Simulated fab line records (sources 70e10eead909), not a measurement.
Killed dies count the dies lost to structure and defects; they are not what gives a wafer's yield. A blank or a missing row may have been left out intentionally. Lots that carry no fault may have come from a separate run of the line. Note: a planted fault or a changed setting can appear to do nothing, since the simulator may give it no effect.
Struck lot and sound lot, side by side    flow nand_harc    14 out of 1302 route steps
Sound: these wafers, L447.1, L447.3, L447.5. Struck: wafer L452.1 (L452.4, L452.5, from the same lot, were not struck and are left out); the cause is given at the end.
For every step that has rows: the tool of each side, followed by ch and its chambers, followed by its first start. Under that, the readings that differ: sound wafers    struck wafers    difference of the means    sigmas: that difference in standard deviations of wafers without a fault.
alike: a reading whose means differ by less than 2 such deviations, as well as words and numbers matching on both sides. not compared: withheld readings; readings where some wafer has no value; bounds like >300 that might hide an equal value; numbers whose values overlap and for which the record gives no deviation.
The two part at a step that has a row with sigmas, a row that says differs or no value, or rows on one side only. When numbers do not overlap yet have no deviation, they are printed without sigmas and do not part them. Lack of a reading on every wafer of one side parts them only where that side has two or more wafers.

NHARC_A_DECK1_JOINT_ETCHBACK_00: etches the open film in HBr, target depth 30 nm, time 17.4 s.
  sound on rie_si-06 ch 0,3, day 16 14:04; struck on rie_si-06 ch 3, day 18 07:50
reading                         sound                 struck  difference  sigmas
chamber_pressure_mTorr (mTorr)  14.998 14.992 14.993  15.024  +0.030      +2
he_backside_leak_sccm (sccm)    2.5 2.5 2.4           3.5     +1.0        +2
  alike: drypump_motor_current_A, oes_product_au, rf_fwd_power_W, throttle_valve_pct
  not compared: rf_hours_counter_h
then, 8 steps without rows for these wafers: NHARC_A_DECK1_JOINT_PRECLEAN_30 (cleans in SC1); NHARC_A_DECK1_JOINT_SRD_31; NHARC_A_DECK1_JOINT_CVD_34 (deposits SiNx, target thk 20 nm); NHARC_A_DECK1_JOINT_DEP_06 (deposits SiOx, target thk 80 nm); NHARC_A_DECK1_JOINT_CURE_26 (time 32 s); NHARC_A_DECK1_JOINT_ANNEAL_27 (time 3600 s); NHARC_A_DECK1_JOINT_ANNEAL_28 (time 1800 s); NHARC_A_DECK1_JOINT_ANNEAL_29 (time 1800 s).
NHARC_A_DECK1_JOINT_CMP_02: polishes SiOx.
  sound on cmp-03 ch 0,1,2, day 17 12:27; struck on cmp-02 ch 0, day 19 02:34
  alike: motor_current_A
then, 1 step without rows for these wafers: NHARC_A_DECK1_JOINT_SRD_15.
NHARC_A_DECK1_JOINT_DEP_16: deposits SiO2, target thk 45 nm.
  sound on pecvd-04 ch 0,1,2, day 17 12:50; struck on pecvd-03 ch 0, day 19 02:58
  alike: heater_power_w, rf_fwd_power_W, throttle_valve_pct
NHARC_A_DECK1_JOINT_THK_MEAS_17: measures by ellipsometry.
  struck on film_metro-02, day 19 03:13; sound on film_metro-01, day 17 13:05
reading      sound           struck  difference  sigmas
thk_nm (nm)  42.6 44.2 46.0  29.6    -14.7       -11
NHARC_A_DECK1_JOINT_INSPECT_05:
  struck on defect_inspect-02, day 19 03:15; sound on defect_inspect-02, day 17 13:08
  alike: raw_defect_count

WHERE THEY PART
First at NHARC_A_DECK1_JOINT_ETCHBACK_00; last, within this record, at NHARC_A_DECK1_JOINT_THK_MEAS_17. Later steps at which nothing parts them and some readings are alike: NHARC_A_DECK1_JOINT_INSPECT_05.

WHY: what had been put in by the simulator
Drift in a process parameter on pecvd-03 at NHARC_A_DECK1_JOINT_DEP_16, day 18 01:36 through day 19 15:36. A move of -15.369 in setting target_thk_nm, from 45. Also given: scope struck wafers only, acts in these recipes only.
